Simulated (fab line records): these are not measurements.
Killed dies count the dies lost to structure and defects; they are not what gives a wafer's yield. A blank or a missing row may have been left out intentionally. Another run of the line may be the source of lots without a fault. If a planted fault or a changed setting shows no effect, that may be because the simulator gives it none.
fab line records	flow nand_harc	part 1 of 2: steps 1 to 30 of 36
record: lots: 5	wafers: 15	last_day: 24
route steps=1159 shown A_STAIRCASE@520
lots with no fault: from the same line, run without faults
start_h: hours from the record's opening day to when the first of the lot's shown wafers began	wait_h: hours since the lot's step before	" unchanged from the row above	L1.1+2: one row covering several wafers at once	- either no value or no given start	* or withheld: withheld	< > ~ a bound
route shown NAME@n: names a module that has steps shown in the file, with the first one's number in the route	usual: mean and standard deviation over wafers with no fault	same: alike in all rows	chamber/n: place in a boat	sites: the reading at each site	_std_site: standard deviation across them	_edge_site: inner sites' mean taken away from outer sites' mean	radius_mm: for every site, how far away it sits from the centre of the wafer	mask NAME#n: copy n	behind: the tool/chamber that last shaped the wafer	hold: cause of the lot's hold/its duration in hours/its outcome	device: whichever transistor did not switch (one of n, p or np)	end of line: the tests these same wafers got at the end of their route	a step without rows: its recipe alone	killed: dies that structure and defects cost at the first sort, which is not the same as the wafer's yield	map: dies across one wafer; x = killed, . = not, _ = none there
set.NAME: the run value of the setting; set.NAME@STEP: its run value at that earlier step	model.NAME: the simulator's own value behind a step, which no gauge read
lots at some steps of the route; a table a step, a row a wafer
services: a tool's chamber out of use, with start hour (start_h, from the record's first day; less than 0 if before it), hours out, and reason
== steps ==
step: NHARC_A_STAIRCASE_DEHYDRATE_158
recipe: temp_c: 150	time_s: 120
lot.wafer	tool	chamber	start_h	wait_h
L074.1+4+5	litho_track-03	0	243.58	0.2
L085.2+3+4	litho_track-05	0	307.48	0.2
L088.1+3+6	litho_track-02	0	323.55	0.2
L089.1+4+6	litho_track-03	0	323.73	0.2
L097.1+4+6	litho_track-03	0	379.19	0.2
step: NHARC_A_STAIRCASE_HMDS_159
recipe: time_s: 30
lot.wafer	tool	chamber	start_h	wait_h
L074.1+4+5	litho_track-03	0	-	-
L085.2+3+4	litho_track-05	0	-	-
L088.1+3+6	litho_track-02	0	-	-
L089.1+4+6	litho_track-03	0	-	-
L097.1+4+6	litho_track-03	0	-	-
step: NHARC_A_STAIRCASE_COAT_160
recipe: spin_rpm: 1200
lot.wafer	tool	chamber	start_h	wait_h
L074.1+4+5	litho_track-03	0	-	-
L085.2+3+4	litho_track-05	0	-	-
L088.1+3+6	litho_track-02	0	-	-
L089.1+4+6	litho_track-03	0	-	-
L097.1+4+6	litho_track-03	0	-	-
step: NHARC_A_STAIRCASE_SOFTBAKE_161
recipe: temp_c: 135	time_s: 170
lot.wafer	tool	chamber	start_h	wait_h
L074.1+4+5	litho_track-03	0	-	-
L085.2+3+4	litho_track-05	0	-	-
L088.1+3+6	litho_track-02	0	-	-
L089.1+4+6	litho_track-03	0	-	-
L097.1+4+6	litho_track-03	0	-	-
step: NHARC_A_STAIRCASE_EBR_162
lot.wafer	tool	chamber	start_h	wait_h
L074.1+4+5	litho_track-03	0	-	-
L085.2+3+4	litho_track-05	0	-	-
L088.1+3+6	litho_track-02	0	-	-
L089.1+4+6	litho_track-03	0	-	-
L097.1+4+6	litho_track-03	0	-	-
step: NHARC_A_STAIRCASE_EXPOSE_163
recipe: na: 0.5	dose_mj: 20.01	mask_id: STAIR_OPEN
lot.wafer	tool	chamber	start_h	wait_h	mask
L074.1+4+5	krf_scanner-03	0	243.91	-	STAIR_OPEN#0
L085.2+3+4	krf_scanner-02	0	307.82	-	STAIR_OPEN#0
L088.1+3+6	krf_scanner-03	0	323.76	-	STAIR_OPEN#0
L089.1+4+6	krf_scanner-04	0	324.07	-	STAIR_OPEN#0
L097.1+4+6	krf_scanner-02	0	379.40	-	STAIR_OPEN#0
step: NHARC_A_STAIRCASE_PEB_164
recipe: peb_temp_c: 115	peb_time_s: 130
lot.wafer	tool	chamber	start_h	wait_h
L074.1+4+5	litho_track-02	0	243.98	0.1
L085.2+3+4	litho_track-05	0	307.88	0.1
L088.1+3+6	litho_track-02	0	323.82	0.1
L089.1+4+6	litho_track-05	0	324.15	0.1
L097.1+4+6	litho_track-02	0	379.47	0.1
step: NHARC_A_STAIRCASE_DEVELOP_165
recipe: time_s: 140
lot.wafer	tool	chamber	start_h	wait_h
L074.1+4+5	litho_track-02	0	-	-
L085.2+3+4	litho_track-05	0	-	-
L088.1+3+6	litho_track-02	0	-	-
L089.1+4+6	litho_track-05	0	-	-
L097.1+4+6	litho_track-02	0	-	-
step: NHARC_A_STAIRCASE_HARDBAKE_167
recipe: temp_c: 120	time_s: 140
lot.wafer	tool	chamber	start_h	wait_h
L074.1+4+5	litho_track-05	0	244.20	-
L085.2+3+4	litho_track-02	0	308.10	-
L088.1+3+6	litho_track-03	0	324.04	-
L089.1+4+6	litho_track-03	0	324.36	-
L097.1+4+6	litho_track-05	0	379.68	-
step: NHARC_A_STAIRCASE_DESCUM_168
recipe: time_s: 3	o2_flow_sccm: 200	ar_flow_sccm: 0	bias_power_w: 0	chemistry: O2
usual: drypump_motor_current_A: 5.7/0.54	oes_product_au: 1.003/0.0071	rf_vpp_V: 57.6/1.1	showerhead_plenum_p_Torr: 1.90/0.1	throttle_valve_pct: 11.311/0.0091
lot.wafer	tool	chamber	start_h	wait_h	drypump_motor_current_A	oes_product_au	rf_hours_counter_h	rf_vpp_V	showerhead_plenum_p_Torr	throttle_valve_pct
L074.1	rie_diel-12	2	244.30	-	4.8	1.000	10	56.8	1.78	11.314
L074.4	"	3	"	"	5.4	1.001	11	58.3	2.07	11.302
L074.5	"	2	"	"	4.8	1.001	-	56.9	1.78	11.306
L085.3	rie_diel-12	0	308.19	-	5.6	1.002	36	58.4	2.06	11.312
L085.2	"	1	"	"	5.2	1.012	36	58.2	2.01	11.303
L085.4	"	3	"	"	5.3	1.002	35	59.3	2.06	11.313
L088.1	rie_diel-10	3	324.15	-	5.0	0.996	42	57.4	1.88	11.311
L088.3	"	0	"	"	5.6	0.995	53	58.9	1.86	11.324
L088.6	"	1	"	"	5.8	0.995	-	57.3	1.79	11.299
L089.1	rie_diel-01	0	324.46	-	6.3	1.000	0	55.9	1.77	11.318
L089.4	"	3	"	"	6.2	1.007	0	57.1	2.00	11.331
L089.6	"	1	"	"	5.7	1.000	-	57.7	1.94	11.313
L097.4	rie_diel-10	2	379.79	-	5.3	1.004	7	56.7	1.80	11.328
L097.1	"	1	"	"	5.9	0.987	7	55.7	1.79	11.315
L097.6	"	3	"	"	5.0	1.005	-	57.1	1.87	11.321
step: NHARC_A_STAIRCASE_ETCH_169
recipe: target_depth_a: 500	time_s: 107.1	ion_energy_ev: 120	ch3f_flow_sccm: 50	o2_flow_sccm: 30	ar_flow_sccm: 200	rf_w: 500	bias_w: 100	chemistry: CH3F/O2
usual: drypump_motor_current_A: 5.7/0.52	oes_product_au: 0.953/0.019	rf_vpp_V: 244.1/2	showerhead_plenum_p_Torr: 2.45/0.13	throttle_valve_pct: 20.663/0.0089
lot.wafer	tool	chamber	start_h	wait_h	drypump_motor_current_A	oes_product_au	rf_hours_counter_h	rf_vpp_V	showerhead_plenum_p_Torr	throttle_valve_pct
L074.1	rie_diel-12	1	244.39	0.1	5.2	0.971	12	245.0	2.59	20.646
L074.4	"	2	"	"	4.8	0.967	10	243.8	2.30	20.676
L074.5	"	0	"	"	5.6	0.973	-	246.3	2.65	20.662
L085.2	rie_diel-12	0	308.28	0.1	5.6	0.964	36	246.5	2.65	20.672
L085.4	"	1	"	"	5.2	0.970	36	245.3	2.57	20.658
L085.3	"	2	"	"	4.9	0.974	33	241.5	2.29	20.666
L088.1	rie_diel-10	3	324.22	0.1	5.0	0.921	42	244.5	2.42	20.652
L088.3	"	0	"	"	5.6	0.946	53	243.5	2.39	20.645
L088.6	"	0	"	"	5.6	0.929	-	243.6	2.39	20.677
L089.4	rie_diel-01	3	324.55	0.1	6.2	0.982	0	246.6	2.57	20.667
L089.1	"	0	"	"	6.3	0.964	0	241.8	2.29	20.667
L089.6	"	2	"	"	6.6	0.983	-	244.2	2.45	20.664
L097.1	rie_diel-10	1	380.04	0.2	5.8	0.936	7	241.6	2.30	20.669
L097.4	"	2	"	"	5.3	0.928	7	241.8	2.31	20.657
L097.6	"	0	"	"	5.6	0.934	-	241.8	2.38	20.683
step: NHARC_A_STAIRCASE_ETCH_170
recipe: target_depth_a: 2000	time_s: 66.667	ion_energy_ev: 250	c4f6_flow_sccm: 25	o2_flow_sccm: 20	ar_flow_sccm: 500	rf_w: 600	bias_w: 500	chemistry: C4F6/O2
usual: drypump_motor_current_A: 5.7/0.54	oes_product_au: 0.972/0.015	rf_vpp_V: 547/4	showerhead_plenum_p_Torr: 3.91/0.19	throttle_valve_pct: 26.903/0.0094
lot.wafer	tool	chamber	start_h	wait_h	drypump_motor_current_A	oes_product_au	rf_hours_counter_h	rf_vpp_V	showerhead_plenum_p_Torr	throttle_valve_pct
L074.1	rie_diel-12	1	-	-	5.2	0.966	12	550	4.11	26.906
L074.4	"	3	"	"	5.4	0.999	11	553	4.22	26.902
L074.5	"	0	"	"	5.6	0.986	-	553	4.22	26.908
L085.4	rie_diel-12	1	-	-	5.2	0.987	36	551	4.10	26.897
L085.3	"	3	"	"	5.4	0.994	35	552	4.20	26.902
L085.2	"	0	"	"	5.6	0.993	36	552	4.20	26.912
L088.1	rie_diel-10	0	-	-	5.6	0.969	53	546	3.82	26.893
L088.3	"	1	"	"	5.9	0.945	53	542	3.70	26.920
L088.6	"	3	"	"	5.0	0.967	-	545	3.86	26.891
L089.4	rie_diel-01	1	-	-	5.7	0.973	0	546	3.96	26.902
L089.1	"	3	"	"	6.3	0.982	0	550	4.09	26.898
L089.6	"	1	"	"	5.7	0.960	-	549	3.96	26.885
L097.1	rie_diel-10	0	-	-	5.6	0.974	5	546	3.81	26.911
L097.4	"	2	"	"	5.3	0.965	7	541	3.71	26.903
L097.6	"	1	"	"	5.8	0.967	-	542	3.69	26.900
step: NHARC_A_STAIRCASE_STRIP_171
recipe: power_w: 1500	temp_c: 250	chemistry: O2
usual: drypump_motor_current_A: 5.8/0.46	heater_power_w: 360/31
lot.wafer	tool	chamber	start_h	wait_h	drypump_motor_current_A	heater_power_w	rf_hours_counter_h
L074.1	plasma_asher-01	1	244.65	-	5.8	365	45
L074.4	"	0	"	"	6.4	409	-
L074.5	"	1	"	"	5.8	355	-
L085.2	plasma_asher-01	1	308.56	-	5.8	347	6
L085.3	"	0	"	"	6.4	395	-
L085.4	"	1	"	"	5.8	352	-
L088.1	plasma_asher-02	1	324.61	-	5.2	327	47
L088.3	"	1	"	"	5.2	321	-
L088.6	"	0	"	"	5.7	334	-
L089.1	plasma_asher-01	0	324.83	-	6.4	410	12
L089.4	"	0	"	"	6.5	407	-
L089.6	"	0	"	"	6.5	405	-
L097.1	plasma_asher-02	0	380.31	-	5.7	340	4
L097.4	"	0	"	"	5.7	345	-
L097.6	"	0	"	"	5.7	354	-
step: NHARC_A_STAIRCASE_STRIP_172
recipe: time_s: 900	temp_c: 130	chemistry: SPM
lot.wafer	tool	chamber	start_h	wait_h
L074.1+5+4	wet_bench-03	4,6,0	244.95	0.3
L085.2+3+4	wet_bench-03	2,5,7	308.86	0.3
L088.3+1+6	wet_bench-06	2,3,6	324.92	0.2
L089.1+6+4	wet_bench-03	2,3,4	325.17	0.3
L097.4+1+6	wet_bench-06	0,2,3	380.67	0.2
step: NHARC_A_STAIRCASE_PRECLEAN_173
recipe: time_s: *	temp_c: 50	bath_age_min: 0	chemistry: SC1
lot.wafer	tool	chamber	start_h	wait_h
L074.1+5+4	wet_bench-03	4,6,0	-	-
L085.2+3+4	wet_bench-03	2,5,7	-	-
L088.3+1+6	wet_bench-06	2,3,6	-	-
L089.1+6+4	wet_bench-03	2,3,4	-	-
L097.4+1+6	wet_bench-06	0,2,3	-	-
step: NHARC_A_STAIRCASE_SRD_174
lot.wafer	tool	chamber	start_h	wait_h
L074.1+5+4	wet_bench-03	4,6,0	-	-
L085.2+3+4	wet_bench-03	2,5,7	-	-
L088.3+1+6	wet_bench-06	2,3,6	-	-
L089.1+6+4	wet_bench-03	2,3,4	-	-
L097.4+1+6	wet_bench-06	0,2,3	-	-
step: NHARC_A_STAIRCASE_DEHYDRATE_01
recipe: temp_c: 150	time_s: 120
lot.wafer	tool	chamber	start_h	wait_h
L074.1+4+5	litho_track-05	0	245.41	-
L085.2+3+4	litho_track-02	0	309.33	-
L088.1+3+6	litho_track-03	0	325.37	-
L089.1+4+6	litho_track-05	0	325.60	-
L097.1+4+6	litho_track-05	0	381.11	-
step: NHARC_A_STAIRCASE_HMDS_02
recipe: time_s: 30
lot.wafer	tool	chamber	start_h	wait_h
L074.1+4+5	litho_track-05	0	-	-
L085.2+3+4	litho_track-02	0	-	-
L088.1+3+6	litho_track-03	0	-	-
L089.1+4+6	litho_track-05	0	-	-
L097.1+4+6	litho_track-05	0	-	-
step: NHARC_A_STAIRCASE_COAT_03
recipe: spin_rpm: 1200
lot.wafer	tool	chamber	start_h	wait_h
L074.1+4+5	litho_track-05	0	-	-
L085.2+3+4	litho_track-02	0	-	-
L088.1+3+6	litho_track-03	0	-	-
L089.1+4+6	litho_track-05	0	-	-
L097.1+4+6	litho_track-05	0	-	-
step: NHARC_A_STAIRCASE_SOFTBAKE_04
recipe: temp_c: 135	time_s: 170
lot.wafer	tool	chamber	start_h	wait_h
L074.1+4+5	litho_track-05	0	-	-
L085.2+3+4	litho_track-02	0	-	-
L088.1+3+6	litho_track-03	0	-	-
L089.1+4+6	litho_track-05	0	-	-
L097.1+4+6	litho_track-05	0	-	-
step: NHARC_A_STAIRCASE_EBR_05
lot.wafer	tool	chamber	start_h	wait_h
L074.1+4+5	litho_track-05	0	-	-
L085.2+3+4	litho_track-02	0	-	-
L088.1+3+6	litho_track-03	0	-	-
L089.1+4+6	litho_track-05	0	-	-
L097.1+4+6	litho_track-05	0	-	-
step: NHARC_A_STAIRCASE_EXPOSE_06
recipe: na: 0.5	dose_mj: 25.43	mask_id: STAIR
lot.wafer	tool	chamber	start_h	wait_h	mask
L074.1+4+5	krf_scanner-04	0	245.61	-	STAIR#0
L085.2+3+4	krf_scanner-04	0	309.67	-	STAIR#0
L088.1+3+6	krf_scanner-02	0	325.58	-	STAIR#0
L089.1+4+6	krf_scanner-03	0	325.94	-	STAIR#0
L097.1+4+6	krf_scanner-04	0	381.44	-	STAIR#0
step: NHARC_A_STAIRCASE_PEB_07
recipe: peb_temp_c: 115	peb_time_s: 130
lot.wafer	tool	chamber	start_h	wait_h
L074.1+4+5	litho_track-02	0	245.68	0.1
L085.2+3+4	litho_track-02	0	309.73	0.1
L088.1+3+6	litho_track-02	0	325.64	0.1
L089.1+4+6	litho_track-02	0	326.01	0.1
L097.1+4+6	litho_track-05	0	381.51	0.1
step: NHARC_A_STAIRCASE_DEVELOP_08
recipe: time_s: 140
lot.wafer	tool	chamber	start_h	wait_h
L074.1+4+5	litho_track-02	0	-	-
L085.2+3+4	litho_track-02	0	-	-
L088.1+3+6	litho_track-02	0	-	-
L089.1+4+6	litho_track-02	0	-	-
L097.1+4+6	litho_track-05	0	-	-
step: NHARC_A_STAIRCASE_HARDBAKE_10
recipe: temp_c: 120	time_s: 140
lot.wafer	tool	chamber	start_h	wait_h
L074.1+4+5	litho_track-02	0	245.90	-
L085.2+3+4	litho_track-02	0	309.95	-
L088.1+3+6	litho_track-03	0	325.86	-
L089.1+4+6	litho_track-03	0	326.22	-
L097.1+4+6	litho_track-03	0	381.72	-
step: NHARC_A_STAIRCASE_DESCUM_11
recipe: time_s: 3	o2_flow_sccm: 200	ar_flow_sccm: 0	bias_power_w: 0	chemistry: O2
usual: drypump_motor_current_A: 5.6/0.5	oes_product_au: 1.003/0.0069	rf_vpp_V: 57.8/0.92	showerhead_plenum_p_Torr: 1.91/0.11	throttle_valve_pct: 11.310/0.0092
lot.wafer	tool	chamber	start_h	wait_h	drypump_motor_current_A	oes_product_au	rf_hours_counter_h	rf_vpp_V	showerhead_plenum_p_Torr	throttle_valve_pct
L074.1	rie_diel-10	1	245.99	-	5.8	1.008	24	57.4	1.80	11.316
L074.4	"	3	"	"	5.0	1.004	20	57.5	1.89	11.318
L074.5	"	1	"	"	5.9	1.019	-	59.2	1.80	11.312
L085.3	rie_diel-01	0	310.32	-	6.4	0.999	56	57.2	1.78	11.293
L085.2	"	1	"	"	5.7	0.999	56	58.0	1.94	11.311
L085.4	"	2	"	"	6.6	0.998	57	58.3	1.91	11.295
L088.1	rie_diel-10	1	325.95	-	5.9	1.000	53	57.1	1.79	11.309
L088.3	"	0	"	"	5.6	1.008	53	57.6	1.86	11.312
L088.6	"	2	"	"	5.3	1.008	-	56.8	1.80	11.308
L089.1	rie_diel-12	1	326.32	-	5.2	1.008	42	58.7	2.01	11.328
L089.4	"	0	"	"	5.5	1.006	43	58.5	2.06	11.314
L089.6	"	2	"	"	4.9	1.004	-	57.9	1.77	11.318
L097.1	rie_diel-01	0	381.82	-	6.4	0.990	26	58.1	1.77	11.301
L097.4	"	3	"	"	6.3	1.000	25	58.0	1.99	11.314
L097.6	"	0	"	"	6.4	0.988	-	57.4	1.77	11.314
step: NHARC_A_STAIRCASE_TRIM_12
recipe: time_s: 211.2	o2_flow_sccm: 500	ar_flow_sccm: 0	bias_w: 0	chemistry: O2
usual: drypump_motor_current_A: 5.6/0.53	oes_product_au: 1.003/0.0065	rf_vpp_V: 57.7/0.94	showerhead_plenum_p_Torr: 3.53/0.18	throttle_valve_pct: 17.037/0.0091
lot.wafer	tool	chamber	start_h	wait_h	drypump_motor_current_A	oes_product_au	rf_hours_counter_h	rf_vpp_V	showerhead_plenum_p_Torr	throttle_valve_pct
L074.4	rie_diel-10	3	246.07	0.1	5.0	0.993	20	57.0	3.48	17.032
L074.1	"	2	"	"	5.3	1.006	23	58.3	3.35	17.043
L074.5	"	3	"	"	5.0	0.999	-	58.1	3.48	17.028
L085.2	rie_diel-01	0	310.46	0.1	6.3	1.014	56	56.7	3.29	17.036
L085.4	"	1	"	"	5.7	1.002	56	58.4	3.57	17.028
L085.3	"	2	"	"	6.7	1.002	57	57.5	3.52	17.041
L088.3	rie_diel-10	0	326.05	0.1	5.6	1.001	54	57.7	3.43	17.044
L088.1	"	2	"	"	5.3	1.004	51	56.5	3.34	17.039
L088.6	"	3	"	"	5.0	1.002	-	56.9	3.47	17.030
L089.4	rie_diel-12	0	326.43	0.1	5.5	1.006	43	59.2	3.78	17.036
L089.1	"	1	"	"	5.2	1.004	42	59.3	3.69	17.049
L089.6	"	2	"	"	4.9	1.004	-	55.9	3.29	17.039
L097.1	rie_diel-01	1	381.91	0.1	5.7	1.011	25	58.7	3.55	17.027
L097.4	"	2	"	"	6.7	1.005	24	58.0	3.51	17.043
L097.6	"	2	"	"	6.6	0.999	-	56.8	3.51	17.026
step: NHARC_A_STAIRCASE_ETCH_13
recipe: target_depth_a: 1000	time_s: 40.5	ion_energy_ev: 400	c4f8_flow_sccm: 20	o2_flow_sccm: 10	ar_flow_sccm: withheld	rf_w: 600	bias_w: 1000	chemistry: C4F8/O2
usual: oes_product_au: 0.935/0.011	rf_vpp_V: 896/6.6
lot.wafer	tool	chamber	start_h	wait_h	oes_product_au	rf_hours_counter_h	rf_vpp_V
L074.1	rie_diel-10	3	-	-	0.938	20	894
L074.4	"	1	"	"	0.939	24	890
L074.5	"	3	"	"	0.937	-	895
L085.3	rie_diel-01	2	-	-	0.927	57	897
L085.4	"	3	"	"	0.936	57	902
L085.2	"	0	"	"	0.930	56	887
L088.3	rie_diel-10	2	-	-	0.944	51	888
L088.1	"	3	"	"	0.948	42	892
L088.6	"	0	"	"	0.950	-	893
L089.4	rie_diel-12	3	-	-	0.929	42	904
L089.1	"	0	"	"	0.934	43	904
L089.6	"	2	"	"	0.923	-	888
L097.4	rie_diel-01	3	-	-	0.932	25	900
L097.1	"	0	"	"	0.937	26	888
L097.6	"	0	"	"	0.931	-	887
step: NHARC_A_STAIRCASE_TRIM_14
recipe: time_s: 211.2	o2_flow_sccm: 500	ar_flow_sccm: 0	bias_w: 0	chemistry: O2
usual: drypump_motor_current_A: 5.6/0.52	oes_product_au: 1.001/0.0069	rf_vpp_V: 57.8/0.93	showerhead_plenum_p_Torr: 3.52/0.18	throttle_valve_pct: 17.036/0.0088
lot.wafer	tool	chamber	start_h	wait_h	drypump_motor_current_A	oes_product_au	rf_hours_counter_h	rf_vpp_V	showerhead_plenum_p_Torr	throttle_valve_pct
L074.1	rie_diel-10	3	-	-	5.0	0.994	20	57.5	3.48	17.021
L074.4	"	1	"	"	5.8	1.005	24	56.5	3.34	17.041
L074.5	"	0	"	"	5.6	1.009	-	57.8	3.44	17.035
L085.3	rie_diel-01	0	-	-	6.3	0.996	57	56.7	3.29	17.030
L085.4	"	2	"	"	6.6	0.988	57	58.0	3.52	17.026
L085.2	"	3	"	"	6.2	1.000	57	57.1	3.68	17.044
L088.3	rie_diel-10	1	-	-	5.9	0.999	54	59.2	3.32	17.025
L088.1	"	3	"	"	5.0	1.006	42	59.1	3.47	17.044
L088.6	"	1	"	"	5.9	1.005	-	56.8	3.32	17.030
L089.4	rie_diel-12	1	-	-	5.2	1.020	42	57.6	3.69	17.043
L089.1	"	3	"	"	5.4	1.013	42	58.5	3.78	17.030
L089.6	"	1	"	"	5.2	1.002	-	58.5	3.69	17.042
L097.1	rie_diel-01	0	-	-	6.4	0.991	26	56.5	3.27	17.029
L097.4	"	1	"	"	5.7	1.012	26	58.4	3.55	17.031
L097.6	"	3	"	"	6.3	1.010	-	58.3	3.67	17.035
step: NHARC_A_STAIRCASE_ETCH_15
recipe: target_depth_a: 1000	time_s: 40.5	ion_energy_ev: 400	c4f8_flow_sccm: 20	o2_flow_sccm: 10	ar_flow_sccm: withheld	rf_w: 600	bias_w: 1000	chemistry: C4F8/O2
usual: oes_product_au: 0.939/0.0091	rf_vpp_V: 896/6.7
lot.wafer	tool	chamber	start_h	wait_h	oes_product_au	rf_hours_counter_h	rf_vpp_V
L074.4	rie_diel-10	1	-	-	0.973	24	890
L074.1	"	2	"	"	0.953	23	890
L074.5	"	2	"	"	0.945	-	891
L085.3	rie_diel-01	1	-	-	0.932	57	897
L085.2	"	2	"	"	0.931	57	894
L085.4	"	0	"	"	0.933	57	886
L088.1	rie_diel-10	3	-	-	0.947	42	896
L088.3	"	0	"	"	0.952	54	892
L088.6	"	1	"	"	0.932	-	888
L089.4	rie_diel-12	0	-	-	0.928	43	904
L089.1	"	1	"	"	0.937	42	901
L089.6	"	2	"	"	0.937	-	885
L097.4	rie_diel-01	1	-	-	0.934	26	895
L097.1	"	2	"	"	0.930	25	896
L097.6	"	1	"	"	0.952	-	897
